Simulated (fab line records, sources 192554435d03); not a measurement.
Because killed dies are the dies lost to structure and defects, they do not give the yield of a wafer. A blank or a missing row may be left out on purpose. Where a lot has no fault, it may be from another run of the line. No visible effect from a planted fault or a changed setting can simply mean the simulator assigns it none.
fab line records	flow n5Finfet
[record] lots = 6	wafers = 18	lastDay = 18
route steps=1938 shown BEOL_M2@898 BEOL_M3@931 PASSIVATION@1936
lots that met no fault: from a run of the same line without faults
startH: the number of hours between the record's first day and the start of the first shown wafer of the lot	waitH: how many hours have passed since the lot's step before this one	" identical to the entry in the row above	L1.1+2: several wafers, shown together as one row	- value missing, or start not given	* or withheld: withheld	< > ~ a bound
route shown NAME@n: NAME is a module with steps in the file, n the number in the route of the first one	usual: the fault-free wafers' mean and standard deviation	same: alike in all rows	chamber/n: place in a boat	sites: readings site by site	_std_site: standard deviation of those values	_edge_site: mean of outer sites minus mean of inner sites	radiusMm: for every site, how far away it sits from the centre of the wafer	mask NAME#n: copy n	behind: the most recent tool/chamber to have shaped the wafer	hold: reason for holding the lot/hours on hold/outcome of the hold	device: which transistor (n, p or np) failed to switch	end of line: the tests these same wafers got at the end of their route	where a step has no rows: the recipe by itself	killed: dies lost to structure and defects at the first sort, not the wafer's yield	map: per-die view of a wafer (x killed, . not killed, _ where there is no die)
set.NAME: the setting that was run; set.NAME@STEP: the one run at that earlier step	model.NAME: the simulator's own value behind a step, which no gauge read
certain route steps with their lots: each step a table, each wafer a row
services: when a tool's chamber went out of use (startH, in hours from the record's first day, below 0 if earlier), for how many hours, and the reason
[[steps]]
[step N5_BEOL_M2_CD_MEAS_35]
[recipe] targetCdNm = 18	targetCdYNm = 22.2	polarity = opening
[usual] cdNm = 17.9/0.33
lot.wafer	tool	chamber	startH	waitH	cdNm
L592.1	cdSem-03	-	138.14	0.0	17.8
L592.5	"	-	"	"	17.8
L592.6	"	-	"	"	17.4
L596.1	cdSem-01	-	163.49	0.0	18.0
L596.2	"	-	"	"	18.2
L596.4	"	-	"	"	17.7
L597.2	cdSem-03	-	175.48	0.0	17.7
L597.3	"	-	"	"	17.9
L597.5	"	-	"	"	17.9
L605.1	cdSem-02	-	211.13	0.0	18.1
L605.5	"	-	"	"	17.4
L605.6	"	-	"	"	17.4
L606.1	cdSem-03	-	224.95	0.0	18.3
L606.3	"	-	"	"	18.0
L606.4	"	-	"	"	17.5
L614.1	cdSem-03	-	272.23	0.0	17.8
L614.3	"	-	"	"	18.4
L614.5	"	-	"	"	18.0
[step N5_BEOL_M2_DEGAS_44]
[recipe] ambient = vacuum	tempC = 250	timeS = 60
[step N5_BEOL_M2_PRE_CLEAN_45]
[recipe] gas = H2/He	timeS = 30	tempC = 250
[step N5_BEOL_M2_ALD_84]
[recipe] material = TaN	targetThkA = *	tempC = 275	aldPrecursorFamily = PDMAT	aldCoReactant = NH3	pressureTorr = 3	carrierFlowSccm = 1500	pulseTimeS = 2	purgeTimeS = 3	coReactantPurgeTimeS = 2	coReactantPulseTimeS = 3	aldCycles = 30	precursorVesselTempC = 75	precursorVesselPressureTorr = 26.25	precursorVesselCarrierSccm = 1000
[usual] chamberPressureTorr = 3.000/0.007	heaterPowerW = 416/49	susceptorTempC = 275.00/0.17
[same] coReactantPulseTimeS = 3
lot.wafer	tool	chamber	startH	waitH	chamberPressureTorr	heaterPowerW	susceptorTempC
L592.1	aldMetal-01	0	138.34	0.1	2.999	360	275.26
L592.5	"	2	"	"	2.991	502	274.90
L592.6	"	1	"	"	3.002	465	274.86
L596.1	aldMetal-03	0	164.03	0.3	3.018	393	275.25
L596.2	"	1	"	"	2.997	434	274.97
L596.4	"	2	"	"	2.999	395	274.90
L597.2	aldMetal-01	3	176.13	0.1	3.007	436	275.20
L597.3	"	2	"	"	2.997	498	274.98
L597.5	"	0	"	"	2.998	356	274.99
L605.1	aldMetal-01	0	211.85	0.1	3.000	363	274.78
L605.5	"	1	"	"	3.010	463	275.02
L605.6	"	2	"	"	3.009	502	275.05
L606.1	aldMetal-02	1	225.19	0.1	3.012	384	274.84
L606.3	"	2	"	"	2.999	377	275.08
L606.4	"	0	"	"	3.005	457	274.83
L614.1	aldMetal-01	0	272.60	0.0	2.998	356	275.13
L614.3	"	1	"	"	3.008	471	275.01
L614.5	"	0	"	"	3.001	365	275.21
[step N5_BEOL_M2_SURFACE_TREAT_85]
[recipe] gas = Ar	timeS = *	ionEnergyEv = *	ionCurrentMaCm2 = 0.5	pressureMtorr = *	arFlowSccm = 30
[step N5_BEOL_M2_CVD_47]
[recipe] material = Co	targetThkA = 30	tempC = withheld	precursor = CCTBA/H2	pressureTorr = 30	timeS = 223.8
[step N5_BEOL_M2_SPUTTER_48]
[recipe] material = Cu	targetThkA = 45	tempC = -20	chamberPressurePa = 0.07	powerW = withheld	timeS = 8.29
[step N5_BEOL_M2_ANNEAL_49]
[recipe] tempC = 400	timeS = 240	ambient = vacuum
[step N5_BEOL_M2_SPUTTER_79]
[recipe] material = Cu	targetThkA = 45	tempC = -20	chamberPressurePa = 0.07	powerW = withheld	timeS = 8.29
[step N5_BEOL_M2_ANNEAL_80]
[recipe] tempC = 400	timeS = 240	ambient = vacuum
[step N5_BEOL_M2_SPUTTER_81]
[recipe] material = Cu	targetThkA = 45	tempC = -20	chamberPressurePa = 0.07	powerW = withheld	timeS = 8.29
[step N5_BEOL_M2_ANNEAL_82]
[recipe] tempC = 400	timeS = 240	ambient = vacuum
[step N5_BEOL_M2_SPUTTER_86]
[recipe] material = Cu	targetThkA = 45	tempC = -20	chamberPressurePa = 0.07	powerW = withheld	timeS = 8.29
[usual] chamberPressurePa = 0.07/0.00014	chuckGasFlowSccm = 1.26/0.051	susceptorTempC = -20.00/0.1	throttleValvePct = 30.2/0.65
lot.wafer	tool	chamber	startH	waitH	chamberPressurePa	chuckGasFlowSccm	susceptorTempC	throttleValvePct
L592.1	pvdSputter-01	-	139.86	0.1	0.06998	1.23	-19.95	29.6
L592.5	"	-	"	"	0.06991	1.29	-20.13	29.6
L592.6	"	-	"	"	0.07009	1.19	-19.95	30.1
L596.1	pvdSputter-02	-	165.74	0.1	0.06998	1.27	-20.10	30.4
L596.2	"	-	"	"	0.07001	1.26	-19.97	30.0
L596.4	"	-	"	"	0.07018	1.22	-20.04	30.1
L597.2	pvdSputter-01	-	177.49	0.1	0.06998	1.33	-20.05	29.7
L597.3	"	-	"	"	0.06984	1.33	-20.08	29.7
L597.5	"	-	"	"	0.07003	1.35	-19.92	30.0
L605.1	pvdSputter-01	-	213.33	0.1	0.06999	1.26	-20.01	30.2
L605.5	"	-	"	"	0.06991	1.22	-20.02	30.2
L605.6	"	-	"	"	0.07006	1.31	-20.04	29.7
L606.1	pvdSputter-01	-	226.50	0.1	0.07012	1.24	-19.91	30.0
L606.3	"	-	"	"	0.06999	1.23	-19.90	29.4
L606.4	"	-	"	"	0.0698	1.32	-19.95	30.2
L614.1	pvdSputter-02	-	273.71	0.1	0.07007	1.26	-20.03	30.0
L614.3	"	-	"	"	0.07028	1.33	-20.01	31.5
L614.5	"	-	"	"	0.07	1.31	-20.02	30.1
[step N5_BEOL_M2_ANNEAL_87]
[recipe] tempC = 400	timeS = 240	ambient = vacuum
[step N5_BEOL_M2_SPUTTER_88]
[recipe] material = Cu	targetThkA = 45	tempC = -20	chamberPressurePa = 0.07	powerW = withheld	timeS = 8.29
[usual] chamberPressurePa = 0.07001/0.00015	chuckGasFlowSccm = 1.26/0.052	susceptorTempC = -20.01/0.12	throttleValvePct = 30.2/0.68
lot.wafer	tool	chamber	startH	waitH	chamberPressurePa	chuckGasFlowSccm	susceptorTempC	throttleValvePct
L592.1	pvdSputter-01	-	140.08	0.1	0.07025	1.29	-20.12	29.8
L592.5	"	-	"	"	0.06987	1.19	-20.01	29.7
L592.6	"	-	"	"	0.07005	1.22	-19.87	30.1
L596.1	pvdSputter-02	-	165.96	0.1	0.06973	1.22	-20.10	30.4
L596.2	"	-	"	"	0.07001	1.28	-19.83	29.6
L596.4	"	-	"	"	0.07014	1.22	-19.89	30.0
L597.2	pvdSputter-01	-	177.71	0.1	0.07006	1.28	-20.13	29.7
L597.3	"	-	"	"	0.07021	1.31	-20.05	29.6
L597.5	"	-	"	"	0.07001	1.37	-20.16	29.6
L605.1	pvdSputter-01	-	213.55	0.1	0.07014	1.29	-20.10	30.2
L605.5	"	-	"	"	0.07001	1.21	-20.15	29.8
L605.6	"	-	"	"	0.07012	1.19	-20.16	29.6
L606.1	pvdSputter-01	-	226.72	0.1	0.07004	1.23	-20.12	30.3
L606.3	"	-	"	"	0.07001	1.26	-20.02	29.4
L606.4	"	-	"	"	0.06996	1.32	-19.99	30.4
L614.1	pvdSputter-02	-	273.93	0.1	0.06976	1.29	-20.16	29.8
L614.3	"	-	"	"	0.07014	1.28	-20.06	31.4
L614.5	"	-	"	"	0.07008	1.20	-19.96	30.5
[step N5_BEOL_M2_ANNEAL_89]
[recipe] tempC = 400	timeS = 240	ambient = vacuum
[usual] heaterPowerW = 830/100	susceptorTempC = 400.02/0.22
lot.wafer	tool	chamber	startH	waitH	heaterPowerW	susceptorTempC
L592.1	pvdSputter-01	-	140.16	0.0	696	400.24
L592.5	"	-	"	"	797	400.16
L592.6	"	-	"	"	986	400.05
L596.1	pvdSputter-02	-	166.04	0.0	967	399.71
L596.2	"	-	"	"	808	399.84
L596.4	"	-	"	"	712	399.72
L597.2	pvdSputter-01	-	177.79	0.0	705	400.05
L597.3	"	-	"	"	824	400.08
L597.5	"	-	"	"	700	400.28
L605.1	pvdSputter-01	-	213.63	0.0	994	400.30
L605.5	"	-	"	"	965	400.02
L605.6	"	-	"	"	827	400.23
L606.1	pvdSputter-01	-	226.80	0.0	977	400.09
L606.3	"	-	"	"	794	399.57
L606.4	"	-	"	"	816	399.78
L614.1	pvdSputter-02	-	274.01	0.0	790	400.23
L614.3	"	-	"	"	791	400.19
L614.5	"	-	"	"	720	399.79
[step N5_BEOL_M2_SPUTTER_90]
[recipe] material = Cu	targetThkA = 45	tempC = -20	chamberPressurePa = 0.07	powerW = withheld	timeS = 8.29
[usual] chamberPressurePa = 0.07002/0.00015	chuckGasFlowSccm = 1.26/0.049	susceptorTempC = -20.02/0.11	throttleValvePct = 30.1/0.68
lot.wafer	tool	chamber	startH	waitH	chamberPressurePa	chuckGasFlowSccm	susceptorTempC	throttleValvePct
L592.1	pvdSputter-01	-	140.30	0.1	0.07021	1.29	-19.85	29.7
L592.5	"	-	"	"	0.07015	1.25	-20.09	29.8
L592.6	"	-	"	"	0.07013	1.21	-20.25	30.2
L596.1	pvdSputter-02	-	166.18	0.1	0.07013	1.25	-20.02	30.3
L596.2	"	-	"	"	0.07	1.25	-19.90	30.1
L596.4	"	-	"	"	0.07001	1.31	-20.11	30.0
L597.2	pvdSputter-01	-	177.93	0.1	0.07001	1.28	-20.10	30.0
L597.3	"	-	"	"	0.06995	1.26	-19.83	29.5
L597.5	"	-	"	"	0.06991	1.34	-19.92	29.7
L605.1	pvdSputter-01	-	213.77	0.1	0.06993	1.25	-20.08	30.1
L605.5	"	-	"	"	0.07009	1.25	-20.04	30.2
L605.6	"	-	"	"	0.07023	1.29	-20.22	29.6
L606.1	pvdSputter-01	-	226.94	0.1	0.06995	1.37	-19.89	30.3
L606.3	"	-	"	"	0.06997	1.23	-20.00	29.4
L606.4	"	-	"	"	0.0701	1.28	-19.82	30.3
L614.1	pvdSputter-02	-	274.15	0.1	0.07011	1.23	-20.00	29.7
L614.3	"	-	"	"	0.0701	1.23	-20.07	31.6
L614.5	"	-	"	"	0.07002	1.24	-19.82	30.2
[step N5_BEOL_M2_ANNEAL_91]
[recipe] tempC = 400	timeS = 240	ambient = vacuum
[step N5_BEOL_M2_SPUTTER_92]
[recipe] material = Cu	targetThkA = 45	tempC = -20	chamberPressurePa = 0.07	powerW = withheld	timeS = 8.29
[step N5_BEOL_M2_ANNEAL_93]
[recipe] tempC = 400	timeS = 240	ambient = vacuum
[step N5_BEOL_M2_SPUTTER_94]
[recipe] material = Cu	targetThkA = 45	tempC = -20	chamberPressurePa = 0.07	powerW = withheld	timeS = 8.29
[step N5_BEOL_M2_ANNEAL_95]
[recipe] tempC = 400	timeS = 240	ambient = vacuum
[step N5_BEOL_M2_SPUTTER_96]
[recipe] material = Cu	targetThkA = 45	tempC = -20	chamberPressurePa = 0.07	powerW = withheld	timeS = 8.29
[step N5_BEOL_M2_ECD_50]
[recipe] material = Cu	targetThkA = 3000
[step N5_BEOL_M2_ANNEAL_51]
[recipe] tempC = 225	timeS = 90	ambient = N2
[usual] annealTempC = 224.97/0.16	wafer_temp_C_max = 225.71/0.22
lot.wafer	tool	chamber	startH	waitH	annealTempC	wafer_temp_C_max
L592.1	rtpAnneal-01	0	141.16	0.1	224.99	225.52
L592.5	"	0	"	"	224.82	225.85
L592.6	"	0	"	"	224.96	225.76
L596.1	rtpAnneal-02	0	167.04	0.1	225.14	225.97
L596.2	"	0	"	"	225.08	226.10
L596.4	"	0	"	"	225.11	225.67
L597.2	rtpAnneal-02	0	178.83	0.1	224.90	226.03
L597.3	"	0	"	"	224.66	225.63
L597.5	"	0	"	"	224.81	225.59
L605.1	rtpAnneal-02	0	214.62	0.1	224.92	225.36
L605.5	"	0	"	"	224.77	225.59
L605.6	"	0	"	"	224.71	225.41
L606.1	rtpAnneal-01	0	227.80	0.1	224.96	226.01
L606.3	"	0	"	"	225.27	226.04
L606.4	"	0	"	"	225.02	225.77
L614.1	rtpAnneal-02	0	275.00	0.1	225.07	225.60
L614.3	"	0	"	"	225.22	225.56
L614.5	"	0	"	"	225.01	225.54
[step N5_BEOL_M2_CMP_52]
[recipe] stopOn = SiOC	tOverpolishS = 6.8	downForcePsi = 1	platenRpm = 50	clearingPlatenDownForcePsi = 1.5	clearingPlatenRpm = 50	postCmpClean = cuAlkaline	targetThkNm = 40	clearingPlatenPadVelocityMS = 0.99484	padVelocityMS = 0.99484
[step N5_BEOL_M2_PRE_CLEAN_60]
[recipe] gas = NH3/H2	timeS = 15	tempC = *	rfPowerW = 300
[step N5_BEOL_M2_CO_CAP_55]
[recipe] material = Co	targetThkA = 20	tempC = 200	precursor = CCTBA/H2	pressureTorr = 30	timeS = 102.1
[step N5_BEOL_M2_PRE_CLEAN_56]
[recipe] gas = NH3	timeS = 15	tempC = withheld	rfPowerW = 300
[step N5_BEOL_M2_DEP_57]
[recipe] material = SiCN	targetThkA = 80	tempC = withheld	precursor = 3MS/NH3	pressureTorr = 3	rfW = 202	timeS = 14
[step N5_BEOL_M2_RS_MEAS_58]
[recipe] thkMeasGauge = four-point-probe	reads = Co_of_BEOL_M2_CO_CAP_55+Cu_of_BEOL_M2_ECD_50+Co_of_BEOL_M2_CVD_47+TaN_of_BEOL_M2_ALD_84
[usual] M2_RS = 0.67/0.032
lot.wafer	tool	chamber	startH	waitH	M2_RS[ohm/sq]
L592.1	filmMetro-02	-	142.01	0.0	0.65
L592.5	"	-	"	"	0.66
L592.6	"	-	"	"	0.68
L596.1	filmMetro-02	-	167.89	0.0	0.70
L596.2	"	-	"	"	0.70
L596.4	"	-	"	"	0.68
L597.2	filmMetro-02	-	179.71	0.1	0.72
L597.3	"	-	"	"	0.65
L597.5	"	-	"	"	0.66
L605.1	filmMetro-02	-	215.54	0.0	0.60
L605.5	"	-	"	"	0.65
L605.6	"	-	"	"	0.68
L606.1	filmMetro-01	-	228.65	0.0	0.73
L606.3	"	-	"	"	0.68
L606.4	"	-	"	"	0.68
L614.1	filmMetro-01	-	275.91	0.0	0.71
L614.3	"	-	"	"	0.80
L614.5	"	-	"	"	0.67
[step N5_BEOL_M3_ILD_DEP_00]
[recipe] material = SiOC	targetThkA = 790	tempC = 350	precursor = DEMS/O2	pressureTorr = 5	rfW = 500	timeS = 15.3
[step N5_BEOL_M3_THK_MEAS_01]
[recipe] reads = SiOC_of_BEOL_M3_ILD_DEP_00
[usual] M3_ILD_THK = 78.7/1.1
lot.wafer	tool	chamber	startH	waitH	M3_ILD_THK[nm]
L592.1	filmMetro-01	-	142.15	0.0	76.9
L592.5	"	-	"	"	77.6
L592.6	"	-	"	"	79.0
L596.1	filmMetro-01	-	168.02	0.0	78.8
L596.2	"	-	"	"	77.8
L596.4	"	-	"	"	78.7
L597.2	filmMetro-02	-	179.84	0.1	77.3
L597.3	"	-	"	"	77.0
L597.5	"	-	"	"	79.3
L605.1	filmMetro-02	-	215.68	0.1	79.4
L605.5	"	-	"	"	79.5
L605.6	"	-	"	"	78.8
L606.1	filmMetro-01	-	228.80	0.1	78.8
L606.3	"	-	"	"	79.7
L606.4	"	-	"	"	79.7
L614.1	filmMetro-02	-	276.04	0.0	77.8
L614.3	"	-	"	"	77.5
L614.5	"	-	"	"	78.7
[step N5_BEOL_M3_PECVD_72]
[recipe] material = SiO2	targetThkA = 160	tempC = 400	precursor = TEOS/O2	pressureTorr = 5.5	rfW = 450	teosFlowSccm = 53.8	gas = O2	flowSccm = 3000	timeS = 18
[step N5_BEOL_M3_HM_DEP_02]
[recipe] material = TiN	targetThkA = 200	tempC = 25	chamberPressurePa = 0.49996
[step N5_BEOL_M3_COAT_61]
[recipe] resist = SOC	tempC = 250	timeS = 60	spinRpm = 1500	resistThkNm = 60
[step N5_BEOL_M3_COAT_62]
[recipe] resist = SiARC	tempC = 220	timeS = 60	spinRpm = 1500	resistThkNm = 12
[step N5_BEOL_M3_COAT_73]
[recipe] resist = underlayer	tempC = 205	timeS = 60	spinRpm = 1500	resistThkNm = 5
[step N5_BEOL_M3_COAT_05]
[recipe] resist = CAR-EUV	spinRpm = 1500	resistThkNm = 30
[step N5_BEOL_M3_EBR_07]
[recipe] solvent = PGMEA	ebrWidthMm = 1.5
[step N5_PASSIVATION_PROBE_49]
[usual] defectLimitedYield = 91.0/1.3	killed_at_M0_to_M3 = 36/9.5	killed_at_M4_up = 14/5.6	killedAtContacts = 12/6.4	killedAtFrontEnd = 40/10	killedAtOther = 3.2/3	killedDies = 107/15	killedOnRim = 15/4.5	killedOpen = 69/12	killedShort = 35/7.7	sort_bin_5_function = 5.3/0.91	sort_bin_6_memory = 3.3/0.65	sortNPass = 1073/15	sortYieldPct = 91.0/1.3
[same] grossDies = 1180	killedAtBackSide = 0	sort_bin_4_leakage[%] = 0	sort_bin_8_speed[%] = 0
lot.wafer	tool	chamber	startH	waitH	defectLimitedYield[%]	killed_at_M0_to_M3	killed_at_M4_up	killedAtContacts	killedAtFrontEnd	killedAtOther	killedDies	killedOnRim	killedOpen	killedShort	sort_bin_5_function[%]	sort_bin_6_memory[%]	sortNPass	sortYieldPct[%]
L596.1	prober-02	-	291.74	0.0	90.6	41	11	21	32	6	111	22	70	38	6.5	2.6	1069	90.6
L596.2	prober-02	-	291.79	0.1	90.8	32	13	23	37	3	108	20	73	31	5.5	3.6	1072	90.8
L596.4	prober-02	-	291.89	0.2	89.6	39	12	12	49	11	123	16	71	44	5.8	3.4	1057	89.6
L605.1	prober-02	-	354.61	0.0	79.6	147	16	17	56	5	241	21	81	41	13.6	4.8	939	79.6
L605.5	prober-02	-	354.81	0.2	80.1	160	17	11	45	2	235	24	70	43	11.3	6.3	945	80.1
L605.6	prober-02	-	354.86	0.3	79.7	159	14	28	38	1	240	30	69	36	12.3	5.0	940	79.7
L606.1	prober-02	-	358.16	0.0	80.8	161	20	2	41	3	227	21	78	39	12.0	5.3	953	80.8
L606.3	prober-02	-	358.26	0.1	81.4	150	14	7	45	3	219	23	72	36	11.8	4.6	961	81.4
L606.4	prober-02	-	358.31	0.2	81.5	146	25	5	36	6	218	15	72	27	11.6	4.6	962	81.5
L614.1	prober-01	-	421.58	0.0	89.5	37	21	5	60	1	124	20	75	41	6.1	3.6	1056	89.5
L614.3	prober-01	-	421.68	0.1	90.2	35	9	14	58	0	116	12	69	47	5.3	4.0	1064	90.2
L614.5	prober-01	-	421.78	0.2	90.3	46	17	2	49	0	114	21	72	33	5.8	3.1	1066	90.3
// killed by level:class
L596.1 MOL_CONTACT_COAG:geometricParticle:open=20 BEOL_M0_SAQP:geometricParticle:short=14 BEOL_M0_SAQP:geometricParticle:open=11 STI_FIN_REVEAL:geometricParticle:open=9 BEOL_M4:geometricParticle:open=6 GATE_CUT:geometricParticle:short=5 BEOL_M1:geometricParticle:open=5 BEOL_M3:geometricParticle:open=4
L596.2 MOL_CONTACT_COAG:geometricParticle:open=18 BEOL_M3:geometricParticle:open=10 STI_FIN_REVEAL:geometricParticle:open=9 BEOL_M2:geometricParticle:open=9 MOL_CONTACT_COAG:geometricParticle:short=5 BEOL_M4:geometricParticle:open=5 FIN_SAQP:geometricParticle:open=4 BEOL_M2:geometricParticle:short=4
L596.4 STI_FIN_REVEAL:geometricParticle:open=15 BEOL_M0_SAQP:geometricParticle:open=14 BEOL_M0_SAQP:geometricParticle:short=11 FIN_SAQP:geometricParticle:short=10 MOL_CONTACT_COAG:geometricParticle:open=9 BEOL_M2:geometricParticle:open=9 PASS1_DEP:geometricParticle:open=6 HKMG_FIN:areaEtch=6
L605.1 BEOL_M2:unspecified=115 STI_FIN_REVEAL:geometricParticle:open=15 MOL_CONTACT_COAG:geometricParticle:open=10 GATE_CUT:geometricParticle:short=8 BEOL_M2:geometricParticle:open=8 BEOL_M3:geometricParticle:open=8 MOL_CONTACT_COAG:geometricParticle:short=7 FIN_SAQP:geometricParticle:short=6
L605.5 BEOL_M2:unspecified=117 BEOL_M0_SAQP:geometricParticle:open=13 STI_FIN_REVEAL:geometricParticle:open=11 BEOL_M2:geometricParticle:open=9 MOL_CONTACT_COAG:geometricParticle:open=8 BEOL_M0_SAQP:geometricParticle:short=8 GATE_CUT:geometricParticle:short=6 FIN_SAQP:geometricParticle:short=4
L605.6 BEOL_M2:unspecified=118 MOL_CONTACT_COAG:geometricParticle:open=21 BEOL_M0_SAQP:geometricParticle:short=11 HKMG_FIN:areaEtch=11 BEOL_M2:geometricParticle:open=10 STI_FIN_REVEAL:geometricParticle:open=8 BEOL_M0_SAQP:geometricParticle:open=8 MOL_CONTACT_COAG:geometricParticle:short=6
L606.1 BEOL_M2:unspecified=108 BEOL_M1:geometricParticle:open=18 STI_FIN_REVEAL:geometricParticle:open=14 BEOL_M0_SAQP:geometricParticle:short=10 BEOL_M0_SAQP:geometricParticle:open=7 BEOL_M2:geometricParticle:open=6 FIN_SAQP:geometricParticle:short=5 GATE_CUT:geometricParticle:short=5
L606.3 BEOL_M2:unspecified=109 STI_FIN_REVEAL:geometricParticle:open=14 BEOL_M1:geometricParticle:short=9 FIN_SAQP:geometricParticle:open=8 BEOL_M2:geometricParticle:open=8 BEOL_M4:geometricParticle:open=6 BEOL_M0:geometricParticle:open=5 MOL_CONTACT_COAG:geometricParticle:open=5
L606.4 BEOL_M2:unspecified=119 STI_FIN_REVEAL:geometricParticle:open=10 BEOL_M1:geometricParticle:open=9 BEOL_M4:geometricParticle:open=9 FIN_SAQP:geometricParticle:open=8 FIN_SAQP:geometricParticle:short=5 BEOL_M0_SAQP:geometricParticle:short=5 DUMMY_GATE:geometricParticle:open=4
L614.1 FIN_SAQP:geometricParticle:open=14 FIN_SAQP:geometricParticle:short=12 BEOL_M0_SAQP:geometricParticle:short=12 BEOL_M0_SAQP:geometricParticle:open=10 STI_FIN_REVEAL:geometricParticle:open=9 DUMMY_GATE:geometricParticle:open=8 BEOL_M1:geometricParticle:open=6 BEOL_M4:geometricParticle:open=6
L614.3 FIN_SAQP:geometricParticle:short=11 FIN_SAQP:geometricParticle:open=10 STI_FIN_REVEAL:geometricParticle:open=10 MOL_CONTACT_COAG:geometricParticle:open=10 BEOL_M0_SAQP:geometricParticle:short=10 BEOL_M2:geometricParticle:open=9 ILD0:geometricParticle:open=5 BEOL_M4:geometricParticle:open=5
L614.5 BEOL_M0_SAQP:geometricParticle:short=13 BEOL_M0_SAQP:geometricParticle:open=12 DUMMY_GATE:geometricParticle:open=9 FIN_SAQP:geometricParticle:open=8 STI_FIN_REVEAL:geometricParticle:open=8 BEOL_M4:geometricParticle:open=7 BEOL_M0:geometricParticle:open=7 HKMG_FIN:areaEtch=7
// map L605.1 (x killed, . not)
_________________.......x....________________
______________.................._____________
___________x.........x...xx.x....x.__________
__________.x..............x........._________
________....x........................._______
_______.............x..................______
______.....x....x........x...x....x....._____
_____.............x...x...............x..____
____........x..x.....x..........x.........___
___x..x.....................x........x...x.__
___......x.x.....................x.........__
__.x....x.....................x.x..........._
__.....xx.....x...................x........._
_.........x.......xx.x.x.x.............x.....
_.........x...x.x...x.......x.....x...x......
_..x...x.....x..........x.........x..x.......
_....x....x....x....x....xx.....x............
_.xx....x.x.............x..x............x....
_.x.....x.........xxx.xx.xxxx................
_.........x.......x...xxxxxxxx...............
_.x......x..x..x...xxxxxxxxxxx....x..........
__.......x..........xxxxxxxxxx.....x........_
__.....x..x........xxxxxxxxxxxxx.x.........._
___...............x.xxxxxxxxxxx............__
___.......x..x.xx.xxxxxxxxxxxxxxx..........__
____..............xxxxxxxxxxxxxx...x..x...___
_____........x....xxxxxxxxxxxxxx.........____
______.........x....x.xxxxxxxx.........x_____
_______.............xxxx.xx.x.x......x.______
________............xx..x...xx........_______
__________..........x..x......x....x_________
___________.x..........x....x..xx.x__________
______________xx................_____________
_________________.....xx.xx..________________
// map L606.1 (x killed, . not)
_________________..........x.________________
______________.....x...x.xx....._____________
___________..xx....x.....x...x.....__________
__________...x......................_________
________x.................x......x...._______
_______........x...............x.......______
______.................x.....xx........._____
_____.........x....x.....x..............x____
____......x.......x........x.x.x..........___
___....x.x...x...x.........................__
___........x.x..............x..............__
__x...............................x......xx._
__...............................x.........._
_...x........................x.....x.x..x....
_x......................xxx.........x........
_......................x......x.xx...........
_x..............x......xx.........x.x..x.....
_......x...x........xx.x...x..........x......
_x....................xxxxxx..xx...x...x.....
_....................xxx.xx.xxx........xx...x
_....x.............x.xxxxxxxxx.xx............
__....x..........x.x.xxxxxxxxxx............._
__x..............xxxxxxxxxxxxxxxx.....x....._
___................xxxxxxxxxxxx............__
___...x............xxxxxxxxxxxxxx.........x__
____....x.........x.xxxxxxxxxxxxx...x.....___
_____..x.......x...xxxxxxxxxxxx..........____
______......x.x.....xxxxxxx.x.x.......x._____
_______................xxxxxx.......xx.______
________.................x............_______
__________.......x...x......x.x....._________
___________..x...x...........xx.xx.__________
______________.....x..........x._____________
_________________..x....x....________________
[[services]]
tool	chamber	startH	hours	kind
aldMetal-02	3	120.85	3.3	repair
aldMetal-02	-	160.91	2.8	pm
aldMetal-01	1	166.47	37.5	repair
aldMetal-01	-	174.89	1.0	repair
aldMetal-03	-	194.52	6.0	pm
aldMetal-01	-	202.97	0.9	repair
rtpAnneal-02	-	226.70	4.6	pm
aldMetal-02	0	232.68	5.0	repair
aldMetal-03	-	234.85	8.7	pm
aldMetal-03	0	250.12	27.4	repair
aldMetal-02	3	253.00	4.2	repair
aldMetal-02	-	262.73	0.6	repair
pvdSputter-01	-	265.37	5.6	repair
[[key]]
[firstSign] step = N5_PASSIVATION_PROBE_49	reading = killed_at_M0_to_M3	direction = up	sigmas = 12	usual = 36	struck = 154
[effect] step = N5_PASSIVATION_PROBE_49	reading = defectLimitedYield	direction = down	sigmas = 8	usual = 91.0	struck = 80.5
[moreKillsBornAt] N5_BEOL_M2_SPUTTER_86@pvdSputter-01 = 686
metAt N5_BEOL_M2_SPUTTER_86
struckWafers L605.1,L605.5,L605.6,L606.1,L606.3,L606.4
[baselineLoss] step = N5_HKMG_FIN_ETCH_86	wafers = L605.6
onsetBetween 177.49 213.33
alsoFits N5_BEOL_M2_SPUTTER_88:pvdSputter-01,N5_BEOL_M2_ANNEAL_89:pvdSputter-01,N5_BEOL_M2_SPUTTER_90:pvdSputter-01
[fault] kind = chamberParticleSource	tool = pvdSputter-01	chamber = -	onsetH = 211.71	steps = N5_BEOL_M2_SPUTTER_86	ratePerVisitCm2 = 0.76114	endH = 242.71
// baselineLoss: these wafers lose ten dies or more at that step, a loss of the line's own and not of a fault; the sort's usual values leave them out
